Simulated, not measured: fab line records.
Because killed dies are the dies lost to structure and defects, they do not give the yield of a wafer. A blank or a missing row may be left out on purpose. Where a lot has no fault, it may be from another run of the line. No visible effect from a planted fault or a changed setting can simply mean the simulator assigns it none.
Split-lot study	flow n5-finfet	7 lots, 39 wafers read, on a route of 1938 steps

## SPLIT DETAILS
At N5_FIN_CUT_ETCH_21 (etches SOC in N2/H2, target depth 219 nm, overetch 43.8 nm, time 523.5 s), the setting bias-w was moved away from the recipe's 61 W on 12 of the 39 wafers read, by -14.3% to +14.0%. For the rest of the wafers, this setting stayed at what the recipe calls for.

The reading is taken at the split's own step.

## THE READING
rf-vpp-V, in V, at N5_FIN_CUT_ETCH_21 (etches SOC in N2/H2, target depth 219 nm, overetch 43.8 nm, time 523.5 s). Typical for fault-free wafers on this fab line: 240.5 V, with standard deviation 1.5 V.

wafer	tool, chamber at the split	bias-w as run, W	against the recipe	rf-vpp-V, V	against lot-mates on the recipe
L075.1	rie-diel-02, 1	55.05	-9.8%	224.5	-15.2
L075.2	rie-diel-02, 2	55.05	-9.8%	225.8	-13.9
L075.3	rie-diel-02, 3	61	recipe	239.8	-
L075.4	rie-diel-02, 0	61	recipe	240.2	-
L075.5	rie-diel-02, 1	61	recipe	239.2	-
L075.6	rie-diel-02, 0	55.05	-9.8%	225.9	-13.8
L080.1	rie-diel-06, 3	61	recipe	241.6	-
L080.2	rie-diel-06, 2	61	recipe	240.8	-
L080.3	rie-diel-06, 1	61	recipe	237.9	-
L080.4	rie-diel-06, 0	52.27	-14.3%	218.4	-21.7
L080.5	rie-diel-06, 3	52.27	-14.3%	216.6	-23.5
L080.6	rie-diel-06, 0	52.27	-14.3%	218.7	-21.4
L083.2	rie-diel-02, 2	61	recipe	243.0	-
L083.3	rie-diel-02, 0	61	recipe	241.1	-
L083.5	rie-diel-02, 3	61	recipe	239.8	-
L088.1	rie-diel-02, 2	61	recipe	242.0	-
L088.2	rie-diel-02, 0	69.53	+14.0%	262.5	+21.4
L088.3	rie-diel-02, 1	69.53	+14.0%	261.0	+19.9
L088.4	rie-diel-02, 3	61	recipe	239.9	-
L088.5	rie-diel-02, 0	61	recipe	241.4	-
L088.6	rie-diel-02, 1	69.53	+14.0%	261.7	+20.6
L090.1	rie-diel-05, 3	61	recipe	240.8	-
L090.2	rie-diel-05, 1	61	recipe	240.0	-
L090.3	rie-diel-05, 0	61	recipe	241.6	-
L090.4	rie-diel-05, 2	61	recipe	239.6	-
L090.5	rie-diel-05, 1	61	recipe	238.7	-
L090.6	rie-diel-05, 2	61	recipe	238.9	-
L094.1	rie-diel-05, 3	52.63	-13.7%	219.8	-19.2
L094.2	rie-diel-05, 0	52.63	-13.7%	218.6	-20.4
L094.3	rie-diel-05, 2	52.63	-13.7%	217.1	-21.9
L094.4	rie-diel-05, 1	61	recipe	238.5	-
L094.5	rie-diel-05, 0	61	recipe	239.7	-
L094.6	rie-diel-05, 1	61	recipe	238.7	-
L097.1	rie-diel-02, 0	61	recipe	241.6	-
L097.2	rie-diel-02, 1	61	recipe	237.6	-
L097.3	rie-diel-02, 3	61	recipe	239.8	-
L097.4	rie-diel-02, 2	61	recipe	243.3	-
L097.5	rie-diel-02, 0	61	recipe	241.3	-
L097.6	rie-diel-02, 1	61	recipe	238.8	-

FIT RESULTS
A straight line over all 39 wafers: rf-vpp-V changes by +1.55 V for each +1% of bias-w; r = +0.99; the points scatter about the line by 1.3 V.
The same after taking each lot's own level away (the mean of its wafers on the recipe; 39 wafers): +1.5 V for each +1%; r = +0.99; scatter 1.2 V.
According to that fit, moving bias-w by its largest amount changes the reading by 21 V.
From 238.97 to 241.30 V: that is the span of the lots' own levels, equal to 1.6 times the standard deviation above.
So the lot-to-lot level changes the slope little: the two slopes agree.
Check: for one of the wafers moved furthest among these (-14.3%), held out of the fit, the line's prediction against its lot-mates is -21.5 V. Against them it came out at -21.7 V.
Tool readings at the split's step, against how far the setting was moved: rf-vpp-V r = +0.99.

## THESE WAFERS: OTHER SPLITS
Note: prior to the reading, these wafers also went through further splits. Each is held against what the fit with the lots' levels taken away leaves over:
other split on the same wafers	wafers away from the commonest value	r with rf-vpp-V (lot level and that fit taken away)
N5_FIN_SAQP_MANDREL_ETCH_22 target-depth-a	12	+0.11

## THE FILE'S OWN FIT
rf-vpp-V changes by +1.5 V for each +1% of bias-w, r = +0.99.
